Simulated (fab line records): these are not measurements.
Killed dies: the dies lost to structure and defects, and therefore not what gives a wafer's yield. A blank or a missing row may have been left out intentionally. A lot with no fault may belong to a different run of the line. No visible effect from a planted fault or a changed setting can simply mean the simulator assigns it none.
Matching of chambers | flow n5Finfet | N5_MOL_CONTACT_COAG_ETCH_47 on rieDiel-04: 4 sister chambers
The step etches SiNx in CH3F/O2, stops on W, target depth 27 nm. 4 wafers are shown with their chamber, then 9 later ones without.

EACH WAFER AND ITS CHAMBER
wafer  | chamber | showerheadPlenumPTorr (Torr)
L078.6 | 2       | 1.94
L080.1 | 1       | 2.07
L090.1 | 3       | 1.94
L090.5 | 0       | 2.07

WAFERS MISSING THEIR CHAMBER
wafer  | showerheadPlenumPTorr (Torr)
L091.2 | 1.94
L091.3 | 2.07
L091.4 | 1.94
L092.2 | 2.07
L092.5 | 1.94
L092.6 | 2.06
L095.1 | 2.07
L095.3 | 1.94
L095.4 | 2.06

THE CHAMBER EACH PASSED THROUGH
wafer  | from the rows above     | in truth
L091.2 | can't be placed: 2 or 3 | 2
L091.3 | can't be placed: 0 or 1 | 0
L091.4 | can't be placed: 2 or 3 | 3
L092.2 | can't be placed: 0 or 1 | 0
L092.5 | can't be placed: 2 or 3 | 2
L092.6 | can't be placed: 0 or 1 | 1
L095.1 | can't be placed: 0 or 1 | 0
L095.3 | can't be placed: 2 or 3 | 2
L095.4 | can't be placed: 0 or 1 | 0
Correctly placed: 0 of 9. These rows do not allow placing 9 (true chamber among the candidates in 9). Placed wrongly: 0.
How it was worked out, from the rows above alone: a wafer's distance from a chamber is the root of the sum, over the readings, of the square of ((its reading less the chamber's mean) divided by the reading's scatter). The wafer belongs to the nearest chamber; if the next one is less than 2 further off, it can't be placed. A chamber's mean is the mean of its shown wafers. The scatter: root of mean squared gap, hidden wafer to nearest shown wafer, with one shown wafer a chamber.
